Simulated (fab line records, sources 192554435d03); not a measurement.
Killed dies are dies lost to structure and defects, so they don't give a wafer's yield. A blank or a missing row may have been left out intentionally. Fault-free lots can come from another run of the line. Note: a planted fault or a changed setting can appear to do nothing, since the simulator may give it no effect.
fab line records	flow n5-finfet
record: lots: 10	wafers: 29	last-day: 17
route steps=1938 shown BEOL_M11@1589 BEOL_M15@1811 PASS1_DEP@1831 MIM_BOT_ETCH@1866 PASSIVATION@1936
lots that met no fault: taken from a fault-free run of the same line
start-h: hours from the record's opening day to when the first of the lot's shown wafers began	wait-h: time in hours since the lot's previous step	" unchanged from the row above	L1.1+2: several wafers, shown together as one row	- no value, or no start given	* or withheld: withheld	< > ~ a bound
route shown NAME@n: names a module that has steps shown in the file, with the first one's number in the route	usual: average and standard deviation across the fault-free wafers	same: alike in all rows	chamber/n: place in a boat	sites: the reading at each site	_std_site: standard deviation of those values	_edge_site: inner sites' mean taken away from outer sites' mean	radius-mm: how far each site lies from the wafer's centre	mask NAME#n: copy n	behind: the most recent tool/chamber to have shaped the wafer	hold: why the lot was held/for how many hours/how that ended	device: transistor that didn't switch, given as n, p or np	end of line: tests of these same wafers at the route's end	a step given without rows: its recipe and nothing more	killed: dies that structure and defects cost at the first sort, which is not the same as the wafer's yield	map: shows each die of a wafer: x if killed, . if not, _ if none is there
set.NAME: the setting as run; set.NAME@STEP: as run at that earlier step	model.NAME: the simulator's own value behind a step, which no gauge read
route steps across a sampled set of lots; one table per step, one row per wafer
services: the hour from which a tool's chamber was out of use, counted from the record's first day as start-h (under 0 if before that day), plus the number of hours and why
== steps ==
step: N5_BEOL_M11_PRE_CLEAN_45
recipe: gas: H2/He	time-s: 30	temp-c: 250
usual: heater-power-w: 329/43
lot.wafer	tool	chamber	start-h	wait-h	heater-power-w
L743.1	pvd-sputter-01	-	269.46	0.0	299
L743.3	"	-	"	"	327
L743.6	"	-	"	"	336
L747.1	pvd-sputter-02	-	280.53	0.0	404
L747.3	"	-	"	"	324
L747.5	"	-	"	"	305
L746.1	pvd-sputter-02	-	281.25	0.0	396
L746.5	"	-	"	"	400
L746.6	"	-	"	"	306
L744.2	pvd-sputter-03	-	282.05	0.0	377
L744.6	"	-	"	"	297
L749.2	pvd-sputter-01	-	287.64	0.0	349
L749.3	"	-	"	"	332
L749.4	"	-	"	"	312
L750.1	pvd-sputter-03	-	289.83	0.0	370
L750.5	"	-	"	"	324
L750.6	"	-	"	"	267
L751.3	pvd-sputter-03	-	293.51	0.0	373
L751.4	"	-	"	"	266
L751.6	"	-	"	"	257
L752.1	pvd-sputter-03	-	302.96	0.0	380
L752.3	"	-	"	"	313
L752.5	"	-	"	"	319
L756.1	pvd-sputter-03	-	335.73	0.0	303
L756.4	"	-	"	"	288
L756.6	"	-	"	"	310
L761.2	pvd-sputter-03	-	353.68	0.0	257
L761.3	"	-	"	"	364
L761.6	"	-	"	"	288
step: N5_BEOL_M15_STRIP_36
recipe: chemistry: O2	power-w: 600	temp-c: 60	pressure-mtorr: 30	rf-frequency-hz: 6e+07	bias-power-w: 0	overash-fraction: 0.3	o2-flow-sccm: 225
usual: drypump-motor-current-A: 5.8/0.49	oes-product-au: 0.79/0.069	rf-vpp-V: 3.7/0.94	showerhead-plenum-p-Torr: 2.08/0.059	temp-c: 59.99/0.13	throttle-valve-pct: 16.60/0.19
lot.wafer	tool	chamber	start-h	wait-h	drypump-motor-current-A	oes-product-au	rf-hours-counter-h	rf-vpp-V	showerhead-plenum-p-Torr	temp-c	throttle-valve-pct
L743.1	rie-diel-05	1	292.98	1.8	5.9	0.96	15	2.2	2.14	60.07	16.18
L743.3	"	3	"	"	5.8	0.69	231	1.6	2.17	60.01	17.15
L743.6	"	2	"	"	5.0	0.83	-	2.9	2.02	60.17	16.61
L746.1	rie-diel-05	2	308.16	0.1	5.0	0.80	106	3.1	2.01	59.90	16.66
L746.5	"	2	"	"	5.1	0.81	-	3.6	2.02	59.99	16.64
L746.6	"	1	"	"	6.0	0.96	-	5.0	2.14	60.18	16.22
L747.1	rie-diel-05	0	309.69	1.0	5.1	0.68	223	3.8	2.00	60.23	16.77
L747.3	"	1	"	"	6.0	0.95	21	2.9	2.14	60.02	16.19
L747.5	"	3	"	"	5.8	0.70	-	4.4	2.17	60.12	17.17
L744.2	rie-diel-03	2	309.82	0.5	5.8	0.75	150	4.0	2.10	60.10	16.62
L744.6	"	2	"	"	5.8	0.73	-	3.4	2.10	59.87	16.59
L749.2	rie-diel-01	0	314.61	2.3	5.5	0.84	67	2.9	2.03	59.89	16.40
L749.3	"	3	"	"	6.0	0.81	93	3.4	2.11	60.16	16.63
L749.4	"	2	"	"	5.3	0.86	62	4.6	2.05	59.97	16.52
L750.1	rie-diel-01	3	317.87	1.6	6.1	0.82	94	1.9	2.11	59.96	16.61
L750.5	"	1	"	"	5.4	0.83	-	5.6	2.05	60.07	16.39
L750.6	"	0	"	"	5.5	0.84	-	4.3	2.03	60.03	16.42
L751.3	rie-diel-01	1	318.36	0.3	5.4	0.81	76	3.5	2.05	59.71	16.37
L751.4	"	2	"	"	5.3	0.85	63	3.5	2.05	59.86	16.53
L751.6	"	0	"	"	5.5	0.84	-	4.9	2.03	59.97	16.46
L752.1	rie-diel-01	0	326.51	2.9	5.5	0.84	71	3.7	2.03	59.87	16.42
L752.3	"	2	"	"	5.3	0.83	66	3.6	2.05	59.86	16.53
L752.5	"	0	"	"	5.5	0.84	-	3.6	2.03	59.74	16.46
L756.1	rie-diel-03	1	359.14	1.0	6.6	0.71	213	3.6	2.05	60.28	16.72
L756.4	"	2	"	"	5.8	0.74	-	3.3	2.09	60.04	16.64
L756.6	"	3	"	"	6.6	0.81	-	4.8	2.21	59.85	16.53
L761.2	rie-diel-05	1	378.17	2.0	5.9	0.93	44	2.8	2.13	59.79	16.25
L761.3	"	3	"	"	5.8	0.99	3	3.9	2.17	59.88	16.83
L761.6	"	3	"	"	5.8	0.96	-	2.9	2.17	59.94	16.83
step: N5_PASSIVATION_PECVD_00
recipe: material: SiO2	target-thk-a: 2000	temp-c: 400	precursor: SiH4/N2O	pressure-torr: 2.7	rf-w: 608	time-s: 11.2
usual: chamber-pressure-Torr: 2.700/0.0057	heater-power-w: 698/91	showerhead-plenum-p-Torr: 8.15/0.056	throttle-valve-pct: 50.5/2
lot.wafer	tool	chamber	start-h	wait-h	chamber-pressure-Torr	heater-power-w	showerhead-plenum-p-Torr	throttle-valve-pct
L743.1	pecvd-02	0	296.13	0.8	2.698	763	8.21	48.3
L743.3	"	2	"	"	2.691	782	8.10	49.9
L743.6	"	0	"	"	2.698	782	8.22	48.4
L746.1	pecvd-01	1	311.58	0.8	2.698	680	8.16	51.2
L746.5	"	2	"	"	2.702	601	8.27	51.1
L746.6	"	1	"	"	2.695	706	8.13	50.9
L747.1	pecvd-02	0	312.57	0.8	2.708	749	8.18	48.4
L747.3	"	1	"	"	2.708	662	8.20	51.0
L747.5	"	1	"	"	2.700	631	8.20	50.8
L744.2	pecvd-02	1	312.79	0.7	2.699	620	8.20	50.9
L744.6	"	1	"	"	2.705	623	8.20	51.0
L749.2	pecvd-04	0	317.74	0.7	2.701	791	8.16	52.7
L749.3	"	1	"	"	2.697	611	8.04	52.6
L749.4	"	2	"	"	2.691	685	8.14	47.0
L750.1	pecvd-04	1	320.85	0.8	2.695	719	8.07	52.6
L750.5	"	0	"	"	2.707	795	8.15	52.8
L750.6	"	1	"	"	2.699	545	8.05	52.6
L751.3	pecvd-04	2	321.13	0.5	2.691	813	8.16	47.4
L751.4	"	0	"	"	2.693	743	8.14	52.7
L751.6	"	2	"	"	2.697	835	8.17	47.0
L752.1	pecvd-01	0	330.39	0.8	2.696	517	8.15	51.8
L752.3	"	1	"	"	2.699	603	8.15	51.4
L752.5	"	1	"	"	2.694	634	8.11	50.9
L756.1	pecvd-02	1	362.20	0.8	2.701	528	8.21	51.3
L756.4	"	0	"	"	2.701	748	8.18	48.9
L756.6	"	1	"	"	2.705	529	8.21	51.2
L761.2	pecvd-02	1	381.15	0.7	2.695	601	8.21	50.9
L761.3	"	0	"	"	2.702	675	8.19	48.6
L761.6	"	1	"	"	2.697	612	8.20	50.7
step: N5_MIM_BOT_ETCH_ETCH_04
recipe: chemistry: CF4/O2	target: SiNx	target-depth-a: 260	time-s: 13	ion-energy-ev: 100	pressure-mtorr: 40	source-w: 535	bias-w: 49	Ar_flow_sccm: 100	cf4-flow-sccm: 100	O2_flow_sccm: 10
usual: drypump-motor-current-A: 6.1/0.44	oes_ar_750_au: 0.80/0.083	oes-product-au: 0.80/0.088	rf-vpp-V: 239/6.4	showerhead-plenum-p-Torr: 2.19/0.072	throttle-valve-pct: 15.92/0.16
lot.wafer	tool	chamber	start-h	wait-h	drypump-motor-current-A	oes_ar_750_au	oes-product-au	rf-hours-counter-h	rf-vpp-V	showerhead-plenum-p-Torr	throttle-valve-pct
L743.1	rie-diel-06	3	299.64	0.0	6.4	0.72	0.74	178	249	2.29	16.02
L743.3	"	0	"	"	6.4	0.72	0.72	181	241	2.21	15.96
L743.6	"	0	"	"	6.4	0.72	0.71	-	240	2.21	15.96
L746.1	rie-diel-02	3	316.35	0.0	6.8	0.87	0.88	21	248	2.15	15.98
L746.5	"	3	"	"	6.8	0.88	0.87	-	249	2.15	15.99
L746.6	"	0	"	"	5.8	0.68	0.68	-	238	2.08	15.96
L744.2	rie-diel-04	1	316.44	0.0	5.9	0.85	0.84	43	243	2.23	15.72
L744.6	"	1	"	"	5.8	0.84	0.83	-	242	2.23	15.74
L747.1	rie-diel-02	3	316.55	0.0	6.8	0.87	0.88	21	247	2.15	15.98
L747.3	"	2	"	"	5.8	0.91	0.91	30	240	2.18	15.81
L747.5	"	2	"	"	5.8	0.90	0.91	-	241	2.18	15.80
L749.2	rie-diel-02	3	320.67	0.0	6.8	0.87	0.87	23	250	2.15	15.97
L749.3	"	2	"	"	5.9	0.91	0.91	32	241	2.18	15.79
L749.4	"	0	"	"	5.8	0.68	0.68	234	238	2.08	15.96
L750.1	rie-diel-06	1	327.91	0.0	5.7	0.75	0.73	148	238	2.12	15.91
L750.5	"	0	"	"	6.4	0.71	0.70	-	241	2.20	15.98
L750.6	"	3	"	"	6.4	0.71	0.74	-	248	2.29	16.03
L751.3	rie-diel-02	1	327.94	0.0	6.3	0.80	0.77	112	230	2.22	16.03
L751.4	"	0	"	"	5.8	0.68	0.67	237	237	2.08	15.98
L751.6	"	0	"	"	5.8	0.67	0.67	-	236	2.08	15.96
L752.1	rie-diel-02	0	336.74	0.0	5.8	0.67	0.66	240	236	2.08	15.97
L752.3	"	1	"	"	6.3	0.80	0.76	114	230	2.22	16.02
L752.5	"	1	"	"	6.3	0.80	0.76	-	230	2.22	16.02
L756.1	rie-diel-02	2	365.75	0.0	5.8	0.88	0.88	47	240	2.18	15.84
L756.4	"	1	"	"	6.3	0.79	0.76	124	229	2.22	16.05
L756.6	"	1	"	"	6.3	0.79	0.75	-	229	2.22	16.05
L761.2	rie-diel-02	0	385.55	0.0	5.8	0.95	0.97	0	238	2.07	15.56
L761.3	"	1	"	"	6.3	0.78	0.75	133	229	2.22	16.08
L761.6	"	0	"	"	5.8	0.95	0.97	-	237	2.07	15.57
step: N5_PASSIVATION_PROBE_49
usual: defect-limited-yield: 91.5/1.4	killed_at_M0_to_M3: 32/11	killed_at_M4_up: 12/4.4	killed-at-contacts: 13/6.1	killed-at-front-end: 39/12	killed-at-other: 3.9/3	killed-dies: 100/17	killed-on-rim: 13/3.9	killed-open: 66/12	killed-short: 33/7.4	sort_bin_4_leakage: 0.03/0.14	sort_bin_5_function: 5.0/0.95	sort_bin_6_memory: 3.2/0.66	sort_bin_8_speed: 0.0/0.33	sort-n-pass: 1079/17	sort-yield-pct: 91.4/1.5
same: gross-dies: 1180	killed-at-back-side: 0
lot.wafer	tool	chamber	start-h	wait-h	defect-limited-yield[%]	killed_at_M0_to_M3	killed_at_M4_up	killed-at-contacts	killed-at-front-end	killed-at-other	killed-dies	killed-on-rim	killed-open	killed-short	sort_bin_4_leakage[%]	sort_bin_5_function[%]	sort_bin_6_memory[%]	sort_bin_8_speed[%]	sort-n-pass	sort-yield-pct[%]
L756.1	prober-01	-	374.27	0.0	83.3	30	118	3	45	1	197	30	67	24	0.34	11.1	2.3	0	979	83.0
L756.4	prober-01	-	374.42	0.2	84.6	26	112	14	29	1	182	27	62	21	0	8.8	3.6	0	998	84.6
L756.6	prober-01	-	374.52	0.3	83.6	26	116	12	37	3	194	29	63	28	0	10.0	3.4	0	986	83.6
L761.2	prober-02	-	396.77	0.1	79.7	34	166	7	31	2	240	16	48	36	0	12.1	3.6	0	940	79.7
L761.3	prober-02	-	396.82	0.1	83.7	23	134	15	16	4	192	23	46	24	0	9.5	3.3	0	988	83.7
L761.6	prober-02	-	396.97	0.3	85.7	16	112	10	30	1	169	24	46	29	0	7.2	3.1	0	1011	85.7
killed by level:class
L756.1 BEOL_M11:unspecified=106 STI_FIN_REVEAL:geometric-particle:open=12 FIN_SAQP:geometric-particle:open=9 FIN_SAQP:geometric-particle:short=7 BEOL_M1:geometric-particle:open=7 BEOL_M0_SAQP:geometric-particle:open=6 BEOL_M4:geometric-particle:open=6 BEOL_M2:geometric-particle:open=5
L756.4 BEOL_M11:unspecified=99 MOL_CONTACT_COAG:geometric-particle:open=12 BEOL_M1:geometric-particle:open=11 FIN_SAQP:geometric-particle:open=9 FIN_SAQP:geometric-particle:short=6 BEOL_M4:geometric-particle:open=6 BEOL_M2:geometric-particle:open=5 DUMMY_GATE:geometric-particle:open=5
L756.6 BEOL_M11:unspecified=101 MOL_CONTACT_COAG:geometric-particle:open=12 STI_FIN_REVEAL:geometric-particle:open=9 FIN_SAQP:geometric-particle:open=8 BEOL_M0_SAQP:geometric-particle:open=8 BEOL_M4:geometric-particle:open=7 BEOL_M0_SAQP:geometric-particle:short=6 FIN_SAQP:geometric-particle:short=5
L761.2 BEOL_M11:unspecified=156 BEOL_M0_SAQP:geometric-particle:short=12 FIN_SAQP:geometric-particle:short=8 BEOL_M0_SAQP:geometric-particle:open=8 BEOL_M3:geometric-particle:open=7 GATE_CUT:geometric-particle:short=5 MOL_CONTACT_COAG:geometric-particle:open=5 FIN_SAQP:geometric-particle:open=3
L761.3 BEOL_M11:unspecified=121 MOL_CONTACT_COAG:geometric-particle:open=12 BEOL_M0_SAQP:geometric-particle:open=6 BEOL_M4:geometric-particle:open=5 BEOL_M0_SAQP:geometric-particle:short=4 BEOL_M1:geometric-particle:short=4 STI_FIN_REVEAL:geometric-particle:open=3 DUMMY_GATE:geometric-particle:open=3
L761.6 BEOL_M11:unspecified=94 MOL_CONTACT_COAG:geometric-particle:open=8 BEOL_M4:geometric-particle:open=6 GATE_CUT:geometric-particle:short=6 STARTING-WAFER:geometric-particle:short=6 BEOL_M0_SAQP:geometric-particle:open=5 FIN_SAQP:geometric-particle:open=4 FIN_SAQP:geometric-particle:short=3
== services ==
tool	chamber	start-h	hours	kind
pecvd-02	0	256.45	2.1	scheduled-down
rie-diel-03	3	256.81	3.9	repair
pecvd-02	-	266.68	5.9	repair
rie-diel-06	-	279.75	0.6	repair
pecvd-02	-	332.83	0.4	repair
pecvd-01	-	333.72	1.4	repair
pvd-sputter-02	-	339.91	4.3	repair
rie-diel-01	0	339.95	5.7	repair
rie-diel-05	3	352.23	-	clean
rie-diel-05	3	352.23	-	consumable-replace:focus-ring
rie-diel-05	3	352.23	17.2	scheduled-down
rie-diel-05	3	352.23	17.2	vent-cycle
rie-diel-01	-	359.56	0.5	repair
rie-diel-04	2	365.46	5.0	repair
rie-diel-02	0	366.23	-	clean
rie-diel-02	0	366.23	-	consumable-replace:focus-ring
rie-diel-02	0	366.23	18.5	scheduled-down
rie-diel-02	0	366.23	18.5	vent-cycle
rie-diel-04	-	376.07	3.0	repair
pvd-sputter-03	-	380.55	4.1	repair
pecvd-02	1	381.66	5.5	scheduled-down
rie-diel-01	-	382.50	0.2	repair
pecvd-01	2	383.68	6.4	repair
rie-diel-05	0	385.16	3.4	repair
== key ==
first-sign: step: N5_PASSIVATION_PROBE_49	reading: killed_at_M4_up	direction: up	sigmas: 26	usual: 12	struck: 126
effect: step: N5_PASSIVATION_PROBE_49	reading: defect-limited-yield	direction: down	sigmas: 5.7	usual: 91.5	struck: 83.4
more-kills-born-at: N5_BEOL_M11_PRE_CLEAN_45@pvd-sputter-03: 677
met-at N5_BEOL_M11_PRE_CLEAN_45
struck-lots L756,L761
not-acting-at N5_BEOL_M15_STRIP_36,N5_PASSIVATION_PECVD_00,N5_MIM_BOT_ETCH_ETCH_04
onset-between 302.96 335.73
also-fits time
fault: kind: chamber-particle-source	tool: pvd-sputter-03	chamber: -	onset-h: 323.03	steps: N5_BEOL_M11_PRE_CLEAN_45	rate-per-visit-cm2: 1.9466	end-h: 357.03
